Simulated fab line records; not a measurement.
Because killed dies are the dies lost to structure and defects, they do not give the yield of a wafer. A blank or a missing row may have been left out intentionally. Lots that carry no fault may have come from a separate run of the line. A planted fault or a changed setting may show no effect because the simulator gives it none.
Code-filled problem report in 8D (eight disciplines) form | flow nandHarc | the parts of the form that need people (team, actions taken, sign-off) are left out

== 1. THE PROBLEM ==
Mean of sort_bin_3_pct at NHARC_END_SORT_01: 4.92 % across 3 wafers in 2 lots; on wafers with no fault it is 0.25 % (standard deviation 0.21). That is +22 standard deviations from the usual mean.
First observed at day 23 14:49: wafer L699.2, on prober-02. The record holds 15 wafers of 5 lots with a number at this step. Rule for "out", or "out of limits": more than 4 standard deviations from the usual mean. All remaining wafers that have a number are taken as sound.

== 2. WHAT IT IS, AND WHAT IT ISN'T ==
question                    | is                                                                                                     | is not
which readings at this step | sort_bin_3_pct, defectLimitedYield, killedAtArray, killedDies, sort_bin_2_pct, sortNPass, sortYieldPct | killedAtPeriphery, killedOpen, sort_bin_4_pct
which lots                  | L699, L702                                                                                             | L687, L691, L707
which wafers of those lots  | L699.2, L699.4, L702.4                                                                                 | L699.1, L702.2, L702.3
read on which gauges        | prober-02                                                                                              | prober-01
when                        | from day 23 14:49                                                                                      | up to then (7 sound wafers); but 5 sound wafers of L702, L707 came after

== 3. SUSPECTS, AND WHAT RULES EACH OUT ==
Counting: a tool at a process step up to the reading stays a suspect if it ran every lot that is out. Sound lots after the first of them don't rule it out here, since some wafers of a struck lot are sound.
- the gauge at NHARC_END_SORT_01: kept. All the wafers that are out were read on prober-02, and no step on other tools shows them out.
- pecvd-04 at NHARC_A_BONDPAD_DEP_00 (deposits SiCN, target thk 250 nm): kept. It ran every lot that is out, first L699 (day 22 00:51).
- rieSi-03 at NHARC_THIN_TSV_ETCH_15 (target depth 3000 nm, bosch target overetch cycles 2, bosch etch step 2.8 s): kept. It ran every lot that is out, first L699 (day 22 23:55); its last sound lot up to then is L691 (day 20 05:25).
- pecvd-04, NHARC_A_BONDPAD_DEP_00: wafers that are out in chamber 1, sound lot-mates in chambers 0, 2.
pecvd-04 at NHARC_A_BONDPAD_DEP_00, rieSi-03 at NHARC_THIN_TSV_ETCH_15 and prober-02 at NHARC_END_SORT_01 are what is left after counting.

== 4. THE CAUSE (what the simulator had put in) ==
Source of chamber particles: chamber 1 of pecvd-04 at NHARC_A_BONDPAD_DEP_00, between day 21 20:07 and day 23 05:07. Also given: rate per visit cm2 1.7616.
3 suspects survive the count, and this tool is in that group.

== 5. SEQUENCE OF EFFECTS, ordered by route ==
Each row: a reading whose mean over the struck wafers that have a number lies more than 3 standard deviations from the usual. Readings are gone through only where the record gives a usual standard deviation; hours: the median, over the lots, of the time from a lot's start at the first step in this table giving one to that lot's start at this step; sigmas: the change measured in usual standard deviations.
hours | step              | reading            | usual  | on struck wafers | change | sigmas
0     | NHARC_END_SORT_01 | defectLimitedYield | 95.7 % | 85.7             | -10.0  | -7.2
0     | NHARC_END_SORT_01 | killedAtArray      | 25     | 93               | +68    | +7.4
0     | NHARC_END_SORT_01 | killedDies         | 29     | 97               | +68    | +7.1
0     | NHARC_END_SORT_01 | sort_bin_2_pct     | 1.3 %  | 5.7              | +4.4   | +6.8
0     | NHARC_END_SORT_01 | sort_bin_3_pct     | 0.25 % | 4.92             | +4.67  | +22
0     | NHARC_END_SORT_01 | sortNPass          | 648    | 580              | -68    | -7.1
0     | NHARC_END_SORT_01 | sortRimYieldPct    | 94 %   | 85               | -9     | -3.1
0     | NHARC_END_SORT_01 | sortYieldPct       | 95.7 % | 85.7             | -10.0  | -7.2

== 6. WHAT WOULD HAVE CAUGHT IT SOONER ==
The first out-of-limits reading at a measuring or inspecting step in this record came at day 23 14:49, 43 hours after the fault's start at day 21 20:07.
Of the tool readings at NHARC_A_BONDPAD_DEP_00 for which the record gives a usual standard deviation, none was out on any struck wafer, so an alarm limit of 4 standard deviations on them would not have fired.
All the lots that are out (2) had begun NHARC_A_BONDPAD_DEP_00 on pecvd-04 by day 23 14:49. Had the tool been put on hold then, not one of them would have been saved.
